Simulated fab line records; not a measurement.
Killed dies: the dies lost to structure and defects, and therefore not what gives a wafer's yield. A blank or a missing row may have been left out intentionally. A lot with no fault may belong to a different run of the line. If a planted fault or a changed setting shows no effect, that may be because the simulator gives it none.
Struck lot and sound lot, side by side -- flow n5 finfet -- 39 steps out of a route of 1938
Sound: wafers L175.2, L175.4, L175.6. Struck: wafer L198.2 (left out: L198.4, L198.5 of the same lot, which were not struck); the cause appears at the end.
Per side, at each step with rows, come the tool, then ch with its chambers, and then its first start. Under that, the readings that differ: sound wafers -- struck wafers -- difference of the means -- sigmas: that difference in standard deviations of wafers without a fault.
alike: same words and numbers on both sides, and readings whose means sit less than 2 such deviations apart. not compared: any withheld reading, any reading some wafer has no value for, any bound like >300 that may hide the same value, and any number with overlapping values for which the record gives no deviation.
Wherever a step has rows on one side only, a row that says differs or no value, or a row with sigmas, the two part there. Non-overlapping numbers with no deviation appear without sigmas and do not part them. Lack of a reading on every wafer of one side parts them only where that side has two or more wafers.

first, 3 steps without rows for these wafers: N5_HKMG_FIN_ALD_71 (deposits TiN, target thk 1 nm, pulse time 1 s, purge time 3 s); N5_HKMG_FIN_COAT_66 (time 60 s, resist thk 300 nm); N5_HKMG_FIN_ETCH_67 (etches SOC in N2/H2, stops on TiN, target depth 388.9 nm).
N5_HKMG_FIN_STRIP_90: strips SOC in N2/H2, time 20 s.
  sound on rie diel-02 ch 0,1,3, day 4 10:31; struck on rie diel-02 ch 2, day 10 11:06
  alike: drypump motor current A, oes product au, power w, rf fwd power W, rf vpp V, showerhead plenum p Torr, throttle valve pct
  not compared: rf hours counter h
then, 2 steps without rows for these wafers: N5_HKMG_FIN_WET_ETCH_73 (etches the open film in SC1, time 42.3 s, target depth 1.3 nm, rinse time 30 s); N5_HKMG_FIN_ETCHBACK_68 (etches the open film in Cl2/Ar, stops on HfO2, target depth 0.5 nm).
N5_HKMG_FIN_STRIP_69: strips in N2/H2, time 360 s.
  sound on plasma asher-02 ch 0,1, day 4 10:49; struck on plasma asher-02 ch 0, day 10 11:24
  alike: drypump motor current A, heater power w
  not compared: rf hours counter h
N5_HKMG_FIN_ALD_21: deposits TiN, target thk 1.5 nm, pulse time 1 s, purge time 3 s.
  sound on ald metal-03 ch 0,2, day 4 11:12; struck on ald metal-03 ch 1, day 10 11:47
  alike: heater power w, precursor pulse height rel, susceptor temp C
then, 4 steps without rows for these wafers: N5_HKMG_FIN_ALD_72 (deposits W, target thk 2 nm, pulse time 1 s, purge time 2 s); N5_HKMG_FIN_W_FILL_22 (material W, target thk 60 nm, time 18.2 s); N5_HKMG_FIN_PRECLEAN_83 (cleans in DIW, time 57.5 s); N5_HKMG_FIN_SRD_84 (dry time 32 s).
N5_HKMG_FIN_CMP_23: polishes, stops on SiNx, t overpolish 10 s, target thk 46.326 nm.
  sound on cmp-01 ch 0,2,3, day 4 11:44; struck on cmp-02 ch 0, day 10 12:19
  alike: motor current A, overpolish run s, time to endpoint s
then, 6 steps without rows for these wafers: N5_HKMG_FIN_CMP_94 (polishes, stops on SiNx, t overpolish 4.7 s, target thk 43.299 nm); N5_GATE_CUT_ETCHBACK_00 (etches W in SF6/Cl2); N5_GATE_CUT_ETCH_56 (etches TiN in Cl2/Ar, target depth 21.6 nm); N5_GATE_CUT_ETCHBACK_30 (etches TiN in Cl2/Ar, target depth 3 nm); N5_GATE_CUT_VAPOR_ETCH_60 (etches HfO2 in BCl3/Cl2); N5_GATE_CUT_ETCH_58 (etches SiNx in CH3F/O2, target depth 17 nm, time 128.6 s).
N5_GATE_CUT_STRIP_59: strips in N2/H2, time 20 s.
  sound on rie diel-05 ch 1,2,3, day 4 12:56; struck on rie diel-05 ch 3, day 10 13:44
reading,sound,struck,difference,sigmas
oes product au (a.u.),0.73 0.66 0.76,0.89,+0.17,+2
showerhead plenum p Torr (Torr),3.49 3.21 3.24,3.59,+0.28,+2
  alike: drypump motor current A, rf vpp V, throttle valve pct
  not compared: rf hours counter h
then, 2 steps without rows for these wafers: N5_GATE_CUT_PRECLEAN_31 (cleans in DIW, time 300 s); N5_GATE_CUT_SRD_32 (time 30 s).
N5_GATE_CUT_SAC_CAP_01: material SiNx, target thk 24 nm, pulse time 1 s, ald cycles 480.
  sound on ald sin-02 ch 0,3, day 4 13:09; struck on ald sin-02 ch 2, day 10 13:57
reading,sound,struck,difference,sigmas
heater power w (W),718 879 708,965,+197,+2
  alike: precursor pulse height rel, susceptor temp C
then, 12 steps without rows for these wafers: N5_GATE_CUT_PECVD_57 (deposits SiNx from SiH4/NH3/N2, target thk 21 nm); N5_GATE_CUT_CMP_02 (polishes, stops on SiO2, t overpolish 12.7 s, target thk 0 nm); N5_GATE_CUT_HM_DEP_46 (deposits SiO2 from TEOS/O2, target thk 130 nm, time 26.6 s); N5_GATE_CUT_COAT_34 (time 60 s, resist thk 60 nm); N5_GATE_CUT_COAT_35 (time 60 s, resist thk 10 nm); N5_GATE_CUT_COAT_27 (time 60 s, resist thk 10 nm); N5_GATE_CUT_COAT_07 (resist thk 30 nm); N5_GATE_CUT_EBR_09; N5_GATE_CUT_SOFTBAKE_08 (time 60 s); N5_GATE_CUT_EXPOSE_10 (exposes mask GATE CUT, target cd 20 nm); N5_GATE_CUT_PEB_11 (peb time 60 s); N5_GATE_CUT_DEVELOP_12 (develop time 30 s).
N5_GATE_CUT_CD_MEAS_13: the cd target is 20 nm.
  sound on cd sem-01 ch 0, day 4 16:05; struck on cd sem-03 ch 0, day 10 16:55
  alike: cd nm
N5_GATE_CUT_OVL_MEAS_14:
  sound on overlay-02 ch 0, day 4 16:07; struck on overlay-01 ch 0, day 10 16:57
  alike: GATE_CUT_OVL
then, 1 step without rows for these wafers: N5_GATE_CUT_DESCUM_18 (chemistry O2, time 7 s).
-- here the record skips 9 days between the struck wafers' starts before and after, leaving off in module GATE_CUT and picking up in module PASSIVATION (first step shown: number 1936 of the route) --
N5_PASSIVATION_PROBE_49:
  struck on prober-01, day 19 14:32; sound on prober-01, day 11 09:53
reading,sound,struck,difference,sigmas
defect limited yield (%),90.9 92.4 91.6,47.1,-44.5,-30
killed at front end,34 40 38,587,+550,+42
killed dies,107 90 99,624,+525,+29
killed on rim,17 14 11,89,+75,+18
killed open,70 62 69,36,-31,-2
sort_bin_5_function (%),5.1 4.3 4.5,32.1,+27.5,+28
sort_bin_6_memory (%),3.6 2.8 3.6,17.3,+14.0,+19
sort n pass,1073 1090 1081,556,-525,-29
sort yield pct (%),90.9 92.4 91.6,47.1,-44.5,-30
  alike: killed_at_M0_to_M3, killed_at_M4_up, killed at contacts, killed at other, killed short

## WHERE THEY PART
Earliest at N5_GATE_CUT_STRIP_59; latest, in this record, at N5_PASSIVATION_PROBE_49.

WHY: whatever the simulator had introduced
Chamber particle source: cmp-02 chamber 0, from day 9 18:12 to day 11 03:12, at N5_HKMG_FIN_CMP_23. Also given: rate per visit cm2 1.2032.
